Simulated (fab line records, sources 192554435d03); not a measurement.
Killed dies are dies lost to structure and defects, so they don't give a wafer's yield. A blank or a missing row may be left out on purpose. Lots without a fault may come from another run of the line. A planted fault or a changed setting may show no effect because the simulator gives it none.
Chamber matching | flow n5_finfet | N5_BEOL_M5_CMP_52 on cmp-01: 4 sister chambers
The step polishes, stops on SiCOH lowk, t overpolish 6.9 s, target thk 62 nm. 20 wafers are shown with their chamber, then 10 later ones without.

WAFERS WITH THEIR CHAMBER
wafer  | chamber | motor_current_A (A) | time_to_endpoint_s (s) | overpolish_run_s (s)
L074.1 | 0       | 6.1                 | 58                     | 6.905
L074.2 | 2       | 7.2                 | 63                     | 6.894
L074.5 | 0       | 6.3                 | 56                     | 6.888
L079.2 | 0       | 6.5                 | 59                     | 6.887
L079.3 | 3       | 7.8                 | 64                     | 6.899
L079.4 | 1       | 6.7                 | 60                     | 6.911
L078.1 | 3       | 7.9                 | 63                     | 6.893
L078.3 | 1       | 6.6                 | 60                     | 6.885
L078.4 | 2       | 7.5                 | 67                     | 6.898
L082.1 | 1       | 6.6                 | 66                     | 6.894
L082.3 | 0       | 6.6                 | 66                     | 6.893
L082.4 | 3       | 8.1                 | 69                     | 6.874
L083.2 | 2       | 7.1                 | 71                     | 6.908
L083.3 | 0       | 6.3                 | 63                     | 6.906
L083.6 | 1       | 6.5                 | 65                     | 6.888
L091.1 | 2       | 7.5                 | 67                     | 6.905
L091.3 | 0       | 5.9                 | 62                     | 6.897
L091.6 | 0       | 6.0                 | 61                     | 6.910
L092.1 | 0       | 6.3                 | 57                     | 6.895
L092.2 | 2       | 6.9                 | 65                     | 6.903

SIGNATURES (means of the wafers above)
reading            | chamber 0 | chamber 1 | chamber 2 | chamber 3 | scatter within a chamber
motor_current_A    | 6.250     | 6.600     | 7.240     | 7.933     | 0.215
time_to_endpoint_s | 60.25     | 62.75     | 66.60     | 65.33     | 3.22
overpolish_run_s   | 6.89762   | 6.89450   | 6.90160   | 6.88867   | 0.0093
Rule: a wafer's distance from a chamber is the root of the sum, over the readings, of the square of ((its reading less the chamber's mean) divided by the reading's scatter). The wafer belongs to the nearest chamber; if the next one is less than 2 further off, it can't be placed. The scatter: the root of (the sum of the squares of (reading less its chamber's mean) over the shown wafers, divided by (wafers less chambers)).

WAFERS WITHOUT THEIR CHAMBER
wafer  | motor_current_A (A) | time_to_endpoint_s (s) | overpolish_run_s (s)
L092.5 | 6.2                 | 62                     | 6.906
L095.4 | 6.5                 | 58                     | 6.920
L095.5 | 7.5                 | 61                     | 6.905
L095.6 | 6.1                 | 57                     | 6.890
L093.1 | 8.1                 | 61                     | 6.911
L093.4 | 6.6                 | 60                     | 6.896
L093.5 | 6.2                 | 58                     | 6.904
L097.2 | 6.5                 | 60                     | 6.905
L097.4 | 7.4                 | 65                     | 6.916
L097.5 | 7.7                 | 63                     | 6.892

WHICH CHAMBER EACH WENT THROUGH
wafer  | from the rows above     | in truth
L092.5 | can't be placed: 0 or 1 | 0
L095.4 | can't be placed: 0 or 1 | 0
L095.5 | can't be placed: 2 or 3 | 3
L095.6 | can't be placed: 0 or 1 | 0
L093.1 | can't be placed: 3 or 2 | 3
L093.4 | can't be placed: 1 or 0 | 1
L093.5 | can't be placed: 0 or 1 | 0
L097.2 | can't be placed: 0 or 1 | 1
L097.4 | 2                       | 2
L097.5 | can't be placed: 3 or 2 | 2
Placed correctly: 1 of 10. Can't be placed from these rows: 9 (the true chamber is among the candidates in 9). Placed wrongly: 0.
